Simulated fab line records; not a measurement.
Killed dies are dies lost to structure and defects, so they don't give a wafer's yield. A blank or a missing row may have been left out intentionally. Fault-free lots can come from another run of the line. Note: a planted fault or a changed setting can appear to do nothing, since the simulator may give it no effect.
8D (eight disciplines) problem report, filled in by code || flow nand_harc || the parts of the form that need people (team, actions taken, sign-off) are left out

## 1. WHAT WENT WRONG
Wafers without a fault read 62, standard deviation 22; killed_at_array at NHARC_END_SORT_01 reads a mean of 673 on 6 wafers belonging to 2 lots. Relative to the usual mean, that is a shift of +28 standard deviations.
First observed at day 31 11:38: wafer L990.1, on prober-01. At this step, 39 wafers from 13 lots have a number in the record. By rule, "out" or "out of limits" means more than 4 standard deviations away from the usual mean. The rest of the wafers with a number are treated as sound.

## 2. WHAT IT IS, WHAT IT ISN'T
{"question": "which readings at this step", "is": "killed_at_array, killed_dies", "is not": "killed_at_other, killed_at_periphery, killed_open, killed_short"}
{"question": "which lots", "is": "L990, L993", "is not": "L973, L976, L978, L979, L980, L982, L983, L986, L994, L995, L996"}
{"question": "which wafers of those lots", "is": "all that have a number", "is not": "-"}
{"question": "read on which gauges", "is": "prober-01, prober-02", "is not": "-"}
{"question": "when", "is": "from day 31 11:38", "is not": "up to then (24 sound wafers); but 9 sound wafers of L994, L995, L996 came after"}

## 3. WHAT RULES OUT EACH SUSPECT
Counting: a tool stays on the suspect list if, at a process step up to the reading, it processed all lots that are out and no sound lot following the first of them.
- the gauge at NHARC_END_SORT_01 has been ruled out. 2 gauges (prober-01, prober-02) read the wafers that are out.
- har_cap_etch-01 at NHARC_A_CONTACT_ETCH_113 (etches the open film in C4F8/O2/Ar, time 190 s, target depth 1850 nm): kept. It processed each lot that is out, first L990 at day 28 15:59, and no sound lot thereafter; up to then, the last sound lot it processed was L986 at day 27 11:32.
- har_cap_etch-01 at NHARC_A_CONTACT_ETCH_115 (etches the open film in C4F8/O2/Ar, time 190 s, target depth 1850 nm): kept. It processed each lot that is out, first L990 at day 28 16:19, and no sound lot thereafter; up to then, the last sound lot it processed was L986 at day 27 11:59.
- har_cap_etch-01 at NHARC_A_CONTACT_ETCH_116 (etches the open film in C4F8/O2/Ar, time 190 s, target depth 1850 nm): kept. It processed each lot that is out, first L990 at day 28 16:29, and no sound lot thereafter; up to then, the last sound lot it processed was L986 at day 27 12:13.
- har_cap_etch-01 at NHARC_A_CONTACT_ETCH_120 (etches the open film in C4F8/O2/Ar, time 190 s, target depth 1850 nm): kept. It processed each lot that is out, first L990 at day 28 17:10, and no sound lot thereafter; up to then, the last sound lot it processed was L986 at day 27 13:08.
Left after counting: har_cap_etch-01 at NHARC_A_CONTACT_ETCH_113, har_cap_etch-01 at NHARC_A_CONTACT_ETCH_115, har_cap_etch-01 at NHARC_A_CONTACT_ETCH_116, har_cap_etch-01 at NHARC_A_CONTACT_ETCH_120.

## 4. THE CAUSE (what the simulator had put in)
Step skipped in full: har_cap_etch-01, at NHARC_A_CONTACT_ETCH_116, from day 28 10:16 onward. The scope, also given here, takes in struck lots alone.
After counting, 4 suspects remain, this tool included.

## 5. THE EFFECT CHAIN, in route order
Each row: a reading where the mean over the struck wafers with a number is more than 3 standard deviations away from the usual. Only readings for which the record gives a usual standard deviation are gone through. hours: the time from each lot's start at the first step in this table that gives one to its start at this step, as a median over the lots. sigmas: the change in usual standard deviations.
{"hours": 0, "step": "NHARC_END_SORT_01", "reading": "killed_at_array", "usual": 62, "on struck wafers": 673, "change": "+611", "sigmas": "+28"}
{"hours": 0, "step": "NHARC_END_SORT_01", "reading": "killed_dies", "usual": 67, "on struck wafers": 677, "change": "+610", "sigmas": "+27"}
Readings that are blank on the struck wafers while sound wafers have them: chamber_pressure_mTorr at NHARC_A_CONTACT_ETCH_116; oes_air_line_au at NHARC_A_CONTACT_ETCH_116.

## 6. WHAT WOULD HAVE CAUGHT IT SOONER
The first out-of-limits reading at a measuring or inspecting step in this record came at day 31 11:38, 73 hours after the fault's start at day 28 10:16.
At NHARC_A_CONTACT_ETCH_116 the tool's readings are blank on the struck wafers, where sound wafers have them: an empty tool record is the first sign, and it was there at once.
Each of the lots that are out, 2 in all, had begun NHARC_A_CONTACT_ETCH_116 on har_cap_etch-01 no later than day 31 11:38. None of them would have been spared by holding the tool at that moment.
